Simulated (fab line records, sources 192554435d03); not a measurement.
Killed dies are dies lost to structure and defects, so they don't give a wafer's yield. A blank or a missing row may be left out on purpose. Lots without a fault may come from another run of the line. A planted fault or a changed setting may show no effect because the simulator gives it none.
Chamber matching | flow n5_finfet | N5_BEOL_M0_SAQP_PECVD_97 on pecvd-03: 3 sister chambers
The step deposits SiNx from SiH4/NH3/N2, target thk 23 nm, time 19.9 s. 3 wafers are shown with their chamber, then 7 later ones without.

WAFERS WITH THEIR CHAMBER
wafer  | chamber | throttle_valve_pct (%)
L074.4 | 1       | 41
L074.6 | 0       | 49
L079.4 | 2       | 36

WAFERS WITHOUT THEIR CHAMBER
wafer  | throttle_valve_pct (%)
L079.6 | 36
L081.3 | 41
L081.5 | 36
L081.6 | 41
L085.1 | 36
L085.2 | 49
L085.3 | 42

WHICH CHAMBER EACH WENT THROUGH
wafer  | from the rows above | in truth
L079.6 | 2                   | 2
L081.3 | 1                   | 1
L081.5 | 2                   | 2
L081.6 | 1                   | 1
L085.1 | 2                   | 2
L085.2 | 0                   | 0
L085.3 | 1                   | 1
Placed correctly: 7 of 7. Can't be placed from these rows: 0. Placed wrongly: 0.
How it was worked out, from the rows above alone: a wafer's distance from a chamber is the root of the sum, over the readings, of the square of ((its reading less the chamber's mean) divided by the reading's scatter). The wafer belongs to the nearest chamber; if the next one is less than 2 further off, it can't be placed. A chamber's mean is the mean of its shown wafers. The scatter: with one shown wafer a chamber, the root of the mean of the squares of how far each hidden wafer lies from its nearest shown one.
